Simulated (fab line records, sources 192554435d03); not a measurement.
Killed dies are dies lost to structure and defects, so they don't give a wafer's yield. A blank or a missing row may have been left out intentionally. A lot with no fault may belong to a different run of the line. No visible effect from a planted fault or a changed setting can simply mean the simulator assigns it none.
fab line records :: flow n5-finfet
record:
  lots: 5
  wafers: 12
  last-day: 16
route steps=1938 shown FIN_SAQP@108 BEOL_M4@1111
lots with no fault: from the same line, run without faults
start-h: hours from the record's opening day to when the first of the lot's shown wafers began :: wait-h: hours elapsed since this lot's preceding step :: " unchanged from the row above :: L1.1+2: a single row standing in for several wafers :: - no value present, or no start provided :: * or withheld: withheld :: < > ~ a bound
route shown NAME@n: names a module that has steps shown in the file, with the first one's number in the route :: usual: mean/standard deviation taken from wafers without a fault :: same: alike in all rows :: chamber/n: place in a boat :: sites: readings site by site :: _std_site: standard deviation across them :: _edge_site: inner sites' mean taken away from outer sites' mean :: radius-mm: how far each site lies from the wafer's centre :: mask NAME#n: copy n :: behind: the most recent tool/chamber to have shaped the wafer :: hold: why the lot went on hold/how many hours it stayed there/how the hold came to an end :: device: the n, p or np transistor that did not switch :: end of line: tests run on the same wafers once the route is complete :: step lacking rows: just its recipe :: killed: the dies lost at the first sort to structure and to defects; this is not the yield of the wafer :: map: shows each die of a wafer: x if killed, . if not, _ if none is there
set.NAME: setting as actually run; set.NAME@STEP: the setting as run at that earlier step :: model.NAME: the simulator's own value behind a step, which no gauge read
lots at some steps of the route; a table a step, a row a wafer
services: a tool's chamber out of use, with start hour (start-h, from the record's first day; less than 0 if before it), hours out, and reason
== steps ==
step: N5_FIN_SAQP_EXPOSE_13
recipe:
  mask-id: FIN_CORE
  na: 1.35
  source-shape: dipole
  sigma-inner: 0.538
  sigma-outer: 0.738
  polarization: te
  target-cd-nm: 35.6
  dose-mj: 63.25
step: N5_FIN_SAQP_PEB_14
recipe:
  peb-temp-c: withheld
  peb-time-s: 60
  resist: CAR-ArF
step: N5_FIN_SAQP_DEVELOP_15
recipe:
  develop-time-s: 30
  developer: TMAH
  resist: CAR-ArF
  dev-temp-c: 23
  rinse-liquid: diw
  dry: air-spin
step: N5_FIN_SAQP_DESCUM_21
recipe:
  chemistry: O2
  time-s: 7.9
  source-power-w: 50
  bias-power-w: 20
  pressure-mtorr: 20
  rf-frequency-hz: 2.712e+07
  temp-c: 40
  resist: CAR-ArF
  o2-flow-sccm: 225
step: N5_FIN_SAQP_ETCH_51
recipe:
  chemistry: CF4
  target: SiARC
  target-depth-a: 455
  mask-material: CAR-ArF
  time-s: 75.8
  ion-energy-ev: 80
  pressure-mtorr: 40
  source-w: 545
  bias-w: 36
  Ar_flow_sccm: 100
  cf4-flow-sccm: 100
  ends: cleared
step: N5_FIN_SAQP_ETCH_52
recipe:
  chemistry: N2/H2
  target: SOC
  target-depth-a: 1000
  overetch-a: 200
  mask-material: SiARC
  temp-c: 40
  time-s: 150
  ion-energy-ev: 200
  pressure-mtorr: 30
  source-w: 840
  bias-w: 150
  n2-flow-sccm: 200
  h2-flow-sccm: 200
  ends: end-point
step: N5_FIN_SAQP_STRIP_53
recipe:
  chemistry: N2/H2
  temp-c: 40
  n2-flow-sccm: 200
  h2-flow-sccm: 200
  rf-frequency-hz: 6e+07
step: N5_FIN_SAQP_HM_OPEN_73
recipe:
  chemistry: CHF3/O2
  target: SiO2
  stop-on: a-Si
  target-depth-a: 120
  over-etch-frac: 1.8
  mask-material: SOC
  time-s: 16.8
  pressure-mtorr: 30
  source-w: 650
  bias-w: 170
  Ar_flow_sccm: 200
  CHF3_flow_sccm: 50
  O2_flow_sccm: 5
  ion-energy-ev: 200
  ends: end-point
step: N5_FIN_SAQP_STRIP_74
recipe:
  chemistry: CHF3/O2
  resist: SiARC
  rf-frequency-hz: 6e+07
step: N5_FIN_SAQP_MANDREL_ETCH_22
recipe:
  target-depth-a: 600
  chemistry: HBr/Cl2
  target: a-Si
  stop-on: SiNx
  bt-time-s: 10
  over-etch-frac: 0.5
  time-s: 30
  pressure-mtorr: 10
  icp-w: 800
  bias-w: 75
  HBr_flow_sccm: 150
  Cl2_flow_sccm: 80
  ends: end-point
usual:
  drypump-motor-current-A: 5.5/0.6
  oes-product-au: 0.769/0.014
  throttle-valve-pct: 35.5/0.36
lot.wafer: L412.2
tool: rie-si-02
chamber: 0
start-h: 58.03
wait-h: 0.0
drypump-motor-current-A: 4.9
oes-product-au: 0.753
rf-hours-counter-h: 6
throttle-valve-pct: 36.0
model.SOC_of_FIN_SAQP_COAT_49.thk-nm: 75.41
model.SiNx_of_FIN_SAQP_PECVD_48.thk-nm: 24.86

lot.wafer: L412.5
tool: rie-si-02
chamber: 1
start-h: 58.03
wait-h: 0.0
drypump-motor-current-A: 5.1
oes-product-au: 0.780
rf-hours-counter-h: -
throttle-valve-pct: 35.5
model.SOC_of_FIN_SAQP_COAT_49.thk-nm: 75.4
model.SiNx_of_FIN_SAQP_PECVD_48.thk-nm: 24.88

lot.wafer: L412.6
tool: rie-si-02
chamber: 2
start-h: 58.03
wait-h: 0.0
drypump-motor-current-A: 6.4
oes-product-au: 0.776
rf-hours-counter-h: -
throttle-valve-pct: 35.3
model.SOC_of_FIN_SAQP_COAT_49.thk-nm: 75.4
model.SiNx_of_FIN_SAQP_PECVD_48.thk-nm: 24.91

lot.wafer: L417.2
tool: rie-si-02
chamber: 2
start-h: 89.03
wait-h: 0.0
drypump-motor-current-A: 6.4
oes-product-au: 0.766
rf-hours-counter-h: 60
throttle-valve-pct: 35.4
model.SOC_of_FIN_SAQP_COAT_49.thk-nm: 63.15
model.SiNx_of_FIN_SAQP_PECVD_48.thk-nm: 18.43

lot.wafer: L417.6
tool: rie-si-02
chamber: 3
start-h: 89.03
wait-h: 0.0
drypump-motor-current-A: 6.0
oes-product-au: 0.773
rf-hours-counter-h: -
throttle-valve-pct: 35.7
model.SOC_of_FIN_SAQP_COAT_49.thk-nm: 63.38
model.SiNx_of_FIN_SAQP_PECVD_48.thk-nm: 19.07

lot.wafer: L420.4
tool: rie-si-02
chamber: 3
start-h: 107.47
wait-h: 0.0
drypump-motor-current-A: 6.0
oes-product-au: 0.772
rf-hours-counter-h: 8
throttle-valve-pct: 35.7
model.SOC_of_FIN_SAQP_COAT_49.thk-nm: 75.04
model.SiNx_of_FIN_SAQP_PECVD_48.thk-nm: 25.28

lot.wafer: L420.6
tool: rie-si-02
chamber: 0
start-h: 107.47
wait-h: 0.0
drypump-motor-current-A: 4.9
oes-product-au: 0.756
rf-hours-counter-h: -
throttle-valve-pct: 36.0
model.SOC_of_FIN_SAQP_COAT_49.thk-nm: 63.78
model.SiNx_of_FIN_SAQP_PECVD_48.thk-nm: 19.37

lot.wafer: L422.2
tool: rie-si-02
chamber: 1
start-h: 119.74
wait-h: 0.0
drypump-motor-current-A: 5.1
oes-product-au: 0.767
rf-hours-counter-h: 27
throttle-valve-pct: 35.5
model.SOC_of_FIN_SAQP_COAT_49.thk-nm: 64.42
model.SiNx_of_FIN_SAQP_PECVD_48.thk-nm: 18.66

lot.wafer: L422.5
tool: rie-si-02
chamber: 3
start-h: 119.74
wait-h: 0.0
drypump-motor-current-A: 6.0
oes-product-au: 0.771
rf-hours-counter-h: -
throttle-valve-pct: 35.7
model.SOC_of_FIN_SAQP_COAT_49.thk-nm: 76.35
model.SiNx_of_FIN_SAQP_PECVD_48.thk-nm: 25.67

lot.wafer: L423.2
tool: rie-si-05
chamber: 1
start-h: 125.61
wait-h: 0.0
drypump-motor-current-A: 4.9
oes-product-au: 0.781
rf-hours-counter-h: 44
throttle-valve-pct: 36.0
model.SOC_of_FIN_SAQP_COAT_49.thk-nm: 75.86
model.SiNx_of_FIN_SAQP_PECVD_48.thk-nm: 25.03

lot.wafer: L423.5
tool: rie-si-05
chamber: 1
start-h: 125.61
wait-h: 0.0
drypump-motor-current-A: 4.9
oes-product-au: 0.784
rf-hours-counter-h: -
throttle-valve-pct: 36.0
model.SOC_of_FIN_SAQP_COAT_49.thk-nm: 75.81
model.SiNx_of_FIN_SAQP_PECVD_48.thk-nm: 25.58

lot.wafer: L423.6
tool: rie-si-05
chamber: 2
start-h: 125.61
wait-h: 0.0
drypump-motor-current-A: 6.2
oes-product-au: 0.768
rf-hours-counter-h: -
throttle-valve-pct: 35.0
model.SOC_of_FIN_SAQP_COAT_49.thk-nm: 76.15
model.SiNx_of_FIN_SAQP_PECVD_48.thk-nm: 25.59
step: N5_FIN_SAQP_STRIP_55
recipe:
  chemistry: N2/H2
  power-w: 500
  temp-c: 40
  pressure-mtorr: 50
  rf-frequency-hz: 6e+07
  overash-fraction: 0.3
  bias-power-w: 28
  h2-frac: 0.5
  n2-flow-sccm: 300
  h2-flow-sccm: 300
step: N5_FIN_SAQP_STRIP_23
recipe:
  chemistry: SPM
  time-s: 750
  temp-c: 130
  h2so4-h2o2-vol-ratio: 4
step: N5_FIN_SAQP_SRD_66
recipe:
  dry: ipa-marangoni
  time-s: 30
  temp-c: 23
  rinse-liquid: diw
step: N5_FIN_SAQP_RECESS_75
recipe:
  chemistry: HF/NH3
  target: SiO2
  target-depth-a: 144
  afs-cycles: 3
  temp-c: 30
  sublimation-temp-c: 180
  sublimation-time-s: 60
step: N5_FIN_SAQP_SPACER1_ALD_24
recipe:
  material: SiO2
  target-thk-a: 203
  temp-c: 300
  ald-precursor-family: BDEAS
  ald-co-reactant: O2-plasma
  pulse-time-s: 1
  purge-time-s: 2
  co-reactant-purge-time-s: 2
  ald-cycles: 218
  pressure-torr: 2
step: N5_FIN_SAQP_SPACER1_ETCHBACK_25
recipe:
  chemistry: CHF3/O2
  mode: anisotropic-etchback
  target: SiO2
  target-depth-a: 244
  time-s: 12.2
  pressure-mtorr: 30
  source-w: 650
  bias-w: 170
  Ar_flow_sccm: 200
  CHF3_flow_sccm: 50
  O2_flow_sccm: 5
  ion-energy-ev: 200
step: N5_FIN_SAQP_MANDREL1_REMOVE_56
recipe:
  chemistry: HBr/Cl2/O2
  bt-time-s: 10
  target: a-Si
  stop-on: SiNx
  endpoint: OES-SiCl
  over-etch-frac: 1
  icp-w: 600
  bias-w: 22
  HBr_flow_sccm: 150
  Cl2_flow_sccm: 80
  O2_flow_sccm: 5
  pressure-mtorr: 10
step: N5_FIN_SAQP_ETCH_57
recipe:
  chemistry: CH3F/O2
  target: SiNx
  mask-material: SiO2
  target-depth-a: 325
  time-s: 46.4
  pressure-mtorr: 30
  source-w: 395
  bias-w: 73
  Ar_flow_sccm: 150
  CH3F_flow_sccm: 30
  O2_flow_sccm: 20
  ion-energy-ev: 120
  ends: cleared
usual:
  drypump-motor-current-A: 5.8/0.44
  etch-rf-on-time-s: 46.6/0.98
  oes_o_777_au: 0.78/0.092
  oes-product-au: 0.66/0.08
  rf-vpp-V: 295/4.6
  showerhead-plenum-p-Torr: 2.03/0.049
  throttle-valve-pct: 16.45/0.24
lot.wafer: L412.2
tool: rie-diel-01
chamber: 3
start-h: 60.11
wait-h: 0.2
drypump-motor-current-A: 5.4
etch-rf-on-time-s: 46.2
oes_o_777_au: 0.73
oes-product-au: 0.62
rf-hours-counter-h: 182
rf-vpp-V: 294
showerhead-plenum-p-Torr: 1.99
throttle-valve-pct: 16.46
model.etch.depth-nm: 24.86

lot.wafer: L412.5
tool: rie-diel-01
chamber: 3
start-h: 60.11
wait-h: 0.2
drypump-motor-current-A: 5.5
etch-rf-on-time-s: 46.1
oes_o_777_au: 0.74
oes-product-au: 0.63
rf-hours-counter-h: -
rf-vpp-V: 296
showerhead-plenum-p-Torr: 1.99
throttle-valve-pct: 16.45
model.etch.depth-nm: 24.88

lot.wafer: L412.6
tool: rie-diel-01
chamber: 0
start-h: 60.11
wait-h: 0.2
drypump-motor-current-A: 6.7
etch-rf-on-time-s: 47.8
oes_o_777_au: 0.74
oes-product-au: 0.60
rf-hours-counter-h: -
rf-vpp-V: 292
showerhead-plenum-p-Torr: 2.07
throttle-valve-pct: 16.57
model.etch.depth-nm: 24.91

lot.wafer: L417.2
tool: rie-diel-03
chamber: 1
start-h: 90.95
wait-h: 0.1
drypump-motor-current-A: 6.0
etch-rf-on-time-s: 34.4
oes_o_777_au: 0.99
oes-product-au: 0.81
rf-hours-counter-h: 3
rf-vpp-V: 292
showerhead-plenum-p-Torr: 1.98
throttle-valve-pct: 16.26
model.etch.depth-nm: 18.43

lot.wafer: L417.6
tool: rie-diel-03
chamber: 3
start-h: 90.95
wait-h: 0.1
drypump-motor-current-A: 5.7
etch-rf-on-time-s: 35.2
oes_o_777_au: 0.75
oes-product-au: 0.62
rf-hours-counter-h: -
rf-vpp-V: 289
showerhead-plenum-p-Torr: 1.96
throttle-valve-pct: 16.26
model.etch.depth-nm: 19.07

lot.wafer: L420.4
tool: rie-diel-01
chamber: 0
start-h: 109.41
wait-h: 0.2
drypump-motor-current-A: 6.7
etch-rf-on-time-s: 47.9
oes_o_777_au: 0.73
oes-product-au: 0.60
rf-hours-counter-h: 230
rf-vpp-V: 293
showerhead-plenum-p-Torr: 2.06
throttle-valve-pct: 16.59
model.etch.depth-nm: 25.28

lot.wafer: L420.6
tool: rie-diel-01
chamber: 1
start-h: 109.41
wait-h: 0.2
drypump-motor-current-A: 6.4
etch-rf-on-time-s: 35.7
oes_o_777_au: 0.89
oes-product-au: 0.76
rf-hours-counter-h: -
rf-vpp-V: 298
showerhead-plenum-p-Torr: 2.04
throttle-valve-pct: 15.97
model.etch.depth-nm: 19.37

lot.wafer: L422.2
tool: rie-diel-06
chamber: 3
start-h: 121.99
wait-h: 0.1
drypump-motor-current-A: 5.7
etch-rf-on-time-s: 33.6
oes_o_777_au: 0.79
oes-product-au: 0.66
rf-hours-counter-h: 157
rf-vpp-V: 291
showerhead-plenum-p-Torr: 1.99
throttle-valve-pct: 16.64
model.etch.depth-nm: 18.66

lot.wafer: L422.5
tool: rie-diel-06
chamber: 0
start-h: 121.99
wait-h: 0.1
drypump-motor-current-A: 5.1
etch-rf-on-time-s: 48.3
oes_o_777_au: 0.79
oes-product-au: 0.68
rf-hours-counter-h: -
rf-vpp-V: 304
showerhead-plenum-p-Torr: 2.10
throttle-valve-pct: 16.39
model.etch.depth-nm: 25.67

lot.wafer: L423.2
tool: rie-diel-01
chamber: 3
start-h: 127.84
wait-h: 0.1
drypump-motor-current-A: 5.5
etch-rf-on-time-s: 46.3
oes_o_777_au: 0.72
oes-product-au: 0.61
rf-hours-counter-h: 205
rf-vpp-V: 297
showerhead-plenum-p-Torr: 1.98
throttle-valve-pct: 16.48
model.etch.depth-nm: 25.03

lot.wafer: L423.5
tool: rie-diel-01
chamber: 1
start-h: 127.84
wait-h: 0.1
drypump-motor-current-A: 6.4
etch-rf-on-time-s: 46.8
oes_o_777_au: 0.89
oes-product-au: 0.75
rf-hours-counter-h: -
rf-vpp-V: 300
showerhead-plenum-p-Torr: 2.03
throttle-valve-pct: 15.98
model.etch.depth-nm: 25.58

lot.wafer: L423.6
tool: rie-diel-01
chamber: 2
start-h: 127.84
wait-h: 0.1
drypump-motor-current-A: 5.3
etch-rf-on-time-s: 47.4
oes_o_777_au: 0.73
oes-product-au: 0.61
rf-hours-counter-h: -
rf-vpp-V: 288
showerhead-plenum-p-Torr: 1.98
throttle-valve-pct: 16.58
model.etch.depth-nm: 25.59
step: N5_FIN_SAQP_ETCH_65
recipe:
  chemistry: CF4
  target: SiO2
  target-depth-a: 40
  ion-energy-ev: 350
  time-s: 4.4
  pressure-mtorr: 10
  icp-w: 800
  bias-w: 400
  cf4-flow-sccm: 80
step: N5_BEOL_M4_RC_MEAS_101
usual:
  DIBL_N: 36.0/1.7
  DIBL_P: 36.0/2
  IOFF_N: 0.156/0.028
  IOFF_P: 0.21/0.04
  ION_N: 673/12
  ION_P: 463/8.3
  SS_N: 71.4/0.6
  SS_P: 73.3/0.66
  VT_N: 250/3
  VT_P: -250/3.8
lot.wafer: L412.2
tool: prober-02
chamber: 0
start-h: 203.50
wait-h: 0.2
DIBL_N[mV/V]: 36.6
DIBL_P[mV/V]: 35.4
IOFF_N[nA/um]: 0.152
IOFF_P[nA/um]: 0.20
ION_N[uA/um]: 679
ION_P[uA/um]: 464
SS_N[mV/dec]: 70.9
SS_P[mV/dec]: 73.1
VT_N[mV]: 251
VT_P[mV]: -252

lot.wafer: L412.5
tool: prober-02
chamber: 0
start-h: 203.50
wait-h: 0.2
DIBL_N[mV/V]: 37.0
DIBL_P[mV/V]: 37.2
IOFF_N[nA/um]: 0.158
IOFF_P[nA/um]: 0.23
ION_N[uA/um]: 661
ION_P[uA/um]: 459
SS_N[mV/dec]: 72.0
SS_P[mV/dec]: 74.2
VT_N[mV]: 253
VT_P[mV]: -249

lot.wafer: L412.6
tool: prober-02
chamber: 0
start-h: 203.50
wait-h: 0.2
DIBL_N[mV/V]: 38.1
DIBL_P[mV/V]: 37.0
IOFF_N[nA/um]: 0.174
IOFF_P[nA/um]: 0.23
ION_N[uA/um]: 684
ION_P[uA/um]: 462
SS_N[mV/dec]: 71.4
SS_P[mV/dec]: 74.4
VT_N[mV]: 250
VT_P[mV]: -250

lot.wafer: L417.2
tool: prober-01
chamber: 0
start-h: 236.28
wait-h: 0.2
DIBL_N[mV/V]: 35.0
DIBL_P[mV/V]: 33.1
IOFF_N[nA/um]: 0.144
IOFF_P[nA/um]: 0.19
ION_N[uA/um]: 672
ION_P[uA/um]: 462
SS_N[mV/dec]: 71.6
SS_P[mV/dec]: 73.4
VT_N[mV]: 252
VT_P[mV]: -250

lot.wafer: L417.6
tool: prober-01
chamber: 0
start-h: 236.28
wait-h: 0.2
DIBL_N[mV/V]: 36.8
DIBL_P[mV/V]: 36.5
IOFF_N[nA/um]: 0.187
IOFF_P[nA/um]: 0.26
ION_N[uA/um]: 696
ION_P[uA/um]: 485
SS_N[mV/dec]: 71.3
SS_P[mV/dec]: 73.8
VT_N[mV]: 244
VT_P[mV]: -246

lot.wafer: L420.4
tool: prober-01
chamber: 0
start-h: 245.43
wait-h: 0.5
DIBL_N[mV/V]: 35.9
DIBL_P[mV/V]: 35.5
IOFF_N[nA/um]: 0.157
IOFF_P[nA/um]: 0.21
ION_N[uA/um]: 675
ION_P[uA/um]: 461
SS_N[mV/dec]: 70.7
SS_P[mV/dec]: 72.9
VT_N[mV]: 250
VT_P[mV]: -250

lot.wafer: L420.6
tool: prober-01
chamber: 0
start-h: 245.43
wait-h: 0.5
DIBL_N[mV/V]: 35.3
DIBL_P[mV/V]: 34.6
IOFF_N[nA/um]: 0.143
IOFF_P[nA/um]: 0.19
ION_N[uA/um]: 662
ION_P[uA/um]: 451
SS_N[mV/dec]: 71.7
SS_P[mV/dec]: 72.9
VT_N[mV]: 252
VT_P[mV]: -252

lot.wafer: L422.2
tool: prober-02
chamber: 0
start-h: 262.96
wait-h: 0.2
DIBL_N[mV/V]: 35.4
DIBL_P[mV/V]: 36.7
IOFF_N[nA/um]: 0.132
IOFF_P[nA/um]: 0.20
ION_N[uA/um]: 661
ION_P[uA/um]: 461
SS_N[mV/dec]: 70.5
SS_P[mV/dec]: 73.8
VT_N[mV]: 255
VT_P[mV]: -251

lot.wafer: L422.5
tool: prober-02
chamber: 0
start-h: 262.96
wait-h: 0.2
DIBL_N[mV/V]: 41.7
DIBL_P[mV/V]: 44.8
IOFF_N[nA/um]: 0.276
IOFF_P[nA/um]: 0.36
ION_N[uA/um]: 692
ION_P[uA/um]: 469
SS_N[mV/dec]: 72.7
SS_P[mV/dec]: 75.1
VT_N[mV]: 244
VT_P[mV]: -243

lot.wafer: L423.2
tool: prober-02
chamber: 0
start-h: 274.30
wait-h: 0.2
DIBL_N[mV/V]: 36.8
DIBL_P[mV/V]: 36.6
IOFF_N[nA/um]: 0.163
IOFF_P[nA/um]: 0.23
ION_N[uA/um]: 694
ION_P[uA/um]: 475
SS_N[mV/dec]: 71.6
SS_P[mV/dec]: 72.9
VT_N[mV]: 247
VT_P[mV]: -247

lot.wafer: L423.5
tool: prober-02
chamber: 0
start-h: 274.30
wait-h: 0.2
DIBL_N[mV/V]: 38.2
DIBL_P[mV/V]: 37.5
IOFF_N[nA/um]: 0.184
IOFF_P[nA/um]: 0.24
ION_N[uA/um]: 700
ION_P[uA/um]: 476
SS_N[mV/dec]: 72.0
SS_P[mV/dec]: 73.9
VT_N[mV]: 248
VT_P[mV]: -245

lot.wafer: L423.6
tool: prober-02
chamber: 0
start-h: 274.30
wait-h: 0.2
DIBL_N[mV/V]: 38.3
DIBL_P[mV/V]: 37.1
IOFF_N[nA/um]: 0.164
IOFF_P[nA/um]: 0.23
ION_N[uA/um]: 673
ION_P[uA/um]: 463
SS_N[mV/dec]: 72.0
SS_P[mV/dec]: 73.0
VT_N[mV]: 250
VT_P[mV]: -249
== services ==
tool: rie-diel-03
chamber: 0
start-h: 41.90
hours: 2.2
kind: repair

tool: rie-diel-03
chamber: 1
start-h: 57.16
hours: -
kind: clean

tool: rie-diel-03
chamber: 1
start-h: 57.16
hours: -
kind: consumable-replace:focus-ring

tool: rie-diel-03
chamber: 1
start-h: 57.16
hours: 23.2
kind: scheduled-down

tool: rie-diel-03
chamber: 1
start-h: 57.16
hours: 23.2
kind: vent-cycle

tool: rie-diel-06
chamber: 1
start-h: 62.37
hours: -
kind: clean

tool: rie-diel-06
chamber: 1
start-h: 62.37
hours: -
kind: consumable-replace:focus-ring

tool: rie-diel-06
chamber: 1
start-h: 62.37
hours: -
kind: consumable-replace:showerhead

tool: rie-diel-06
chamber: 1
start-h: 62.37
hours: 18.6
kind: scheduled-down

tool: rie-diel-06
chamber: 1
start-h: 62.37
hours: 18.6
kind: vent-cycle

tool: rie-diel-06
chamber: 2
start-h: 78.60
hours: 4.3
kind: repair

tool: rie-diel-01
chamber: 3
start-h: 80.46
hours: 4.2
kind: repair

tool: rie-si-05
chamber: 1
start-h: 85.21
hours: 22.8
kind: repair

tool: rie-diel-03
chamber: 2
start-h: 91.31
hours: 7.1
kind: repair

tool: rie-diel-03
chamber: 2
start-h: 98.71
hours: -
kind: clean

tool: rie-diel-03
chamber: 2
start-h: 98.71
hours: -
kind: consumable-replace:focus-ring

tool: rie-diel-03
chamber: 2
start-h: 98.71
hours: 21.3
kind: scheduled-down

tool: rie-diel-03
chamber: 2
start-h: 98.71
hours: 21.3
kind: vent-cycle

tool: rie-diel-03
chamber: -
start-h: 111.30
hours: 2.4
kind: repair

tool: rie-diel-03
chamber: 0
start-h: 120.24
hours: -
kind: clean

tool: rie-diel-03
chamber: 0
start-h: 120.24
hours: -
kind: consumable-replace:focus-ring

tool: rie-diel-03
chamber: 0
start-h: 120.24
hours: 20.2
kind: scheduled-down

tool: rie-diel-03
chamber: 0
start-h: 120.24
hours: 20.2
kind: vent-cycle
== key ==
first-sign:
  step: N5_FIN_SAQP_ETCH_57
  reading: etch-rf-on-time-s
  direction: down
  sigmas: 12
  usual: *
  struck: *
effect none on later readings
model-effect:
  step: N5_FIN_SAQP_MANDREL_ETCH_22
  value: SOC_of_FIN_SAQP_COAT_49.thk-nm
  without: 75.65
  struck: 63.68
model-effect:
  step: N5_FIN_SAQP_ETCH_57
  value: etch.depth-nm
  without: 25.27
  struck: 18.88
met-at N5_FIN_SAQP_MANDREL_ETCH_22
struck-wafers L417.2,L417.6,L420.6,L422.2
onset-between 58.03 89.03
fault:
  kind: process-parameter-drift
  tool: rie-si-02
  chamber: -
  onset-h: 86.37
  steps: N5_FIN_SAQP_MANDREL_ETCH_22
  channel: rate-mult
  offset: 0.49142
  shape: step
  end-h: 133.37
  scope: struck-wafers-only
